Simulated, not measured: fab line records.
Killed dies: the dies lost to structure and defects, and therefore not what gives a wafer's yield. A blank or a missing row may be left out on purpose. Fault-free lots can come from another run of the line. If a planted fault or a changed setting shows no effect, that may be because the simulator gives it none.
Chamber matching | flow nand_harc | 4 sister chambers for NHARC_A_STAIRCASE_DESCUM_11 on rie_diel-02
The step chemistry O2, time 3 s. 16 wafers are shown with their chamber, then 8 later ones without.

== WAFERS, EACH WITH ITS CHAMBER ==
wafer  | chamber | showerhead_plenum_p_Torr (Torr) | drypump_motor_current_A (A) | rf_vpp_V (V)
L078.1 | 0       | 1.96                            | 5.6                         | 57.9
L078.3 | 3       | 1.90                            | 6.1                         | 57.8
L078.5 | 3       | 1.90                            | 6.1                         | 58.5
L079.4 | 2       | 1.80                            | 6.0                         | 56.5
L079.5 | 1       | 1.84                            | 6.0                         | 58.3
L079.6 | 3       | 1.90                            | 6.1                         | 57.9
L080.2 | 2       | 1.80                            | 6.0                         | 56.3
L080.4 | 1       | 1.84                            | 6.0                         | 57.2
L080.5 | 3       | 1.90                            | 6.1                         | 59.3
L081.2 | 2       | 1.80                            | 6.0                         | 57.3
L081.4 | 0       | 1.95                            | 5.6                         | 58.1
L081.5 | 1       | 1.84                            | 5.9                         | 57.5
L085.1 | 3       | 1.90                            | 6.1                         | 58.3
L085.2 | 1       | 1.84                            | 6.0                         | 56.4
L085.6 | 2       | 1.79                            | 6.0                         | 57.4
L084.3 | 0       | 1.95                            | 5.6                         | 58.5

SIGNATURES (averages over the wafers above)
reading                  | chamber 0 | chamber 1 | chamber 2 | chamber 3 | scatter within a chamber
showerhead_plenum_p_Torr | 1.9533    | 1.8400    | 1.7975    | 1.9000    | 0.00344
drypump_motor_current_A  | 5.600     | 5.975     | 6.000     | 6.100     | 0.025
rf_vpp_V                 | 58.167    | 57.350    | 56.875    | 58.360    | 0.605
Rule: distance of a wafer from a chamber = root of the sum over the readings of ((wafer's reading minus chamber's mean) / reading's scatter) squared. If the next closest chamber is less than 2 further off than the closest, the wafer can't be placed; otherwise it belongs to the closest. The scatter is the square root of a quotient: the sum, over the shown wafers, of each reading's squared deviation from its chamber's mean, divided by wafers minus chambers.

== WAFERS MISSING THEIR CHAMBER ==
wafer  | showerhead_plenum_p_Torr (Torr) | drypump_motor_current_A (A) | rf_vpp_V (V)
L084.4 | 1.84                            | 6.0                         | 56.7
L084.5 | 1.89                            | 6.1                         | 56.6
L087.2 | 1.83                            | 6.0                         | 57.3
L087.4 | 1.79                            | 6.0                         | 57.8
L087.6 | 1.84                            | 5.9                         | 58.6
L095.4 | 1.83                            | 5.9                         | 58.8
L095.5 | 1.83                            | 5.9                         | 57.6
L095.6 | 1.94                            | 5.6                         | 57.4

== WHICH CHAMBER EACH ONE RAN IN ==
wafer  | from the rows above | in truth
L084.4 | 1                   | 1
L084.5 | 3                   | 3
L087.2 | 1                   | 1
L087.4 | 2                   | 2
L087.6 | 1                   | 1
L095.4 | 1                   | 1
L095.5 | 1                   | 1
L095.6 | 0                   | 0
Correctly placed: 8 of 8. Not placeable from these rows: 0. Number placed wrongly: 0.
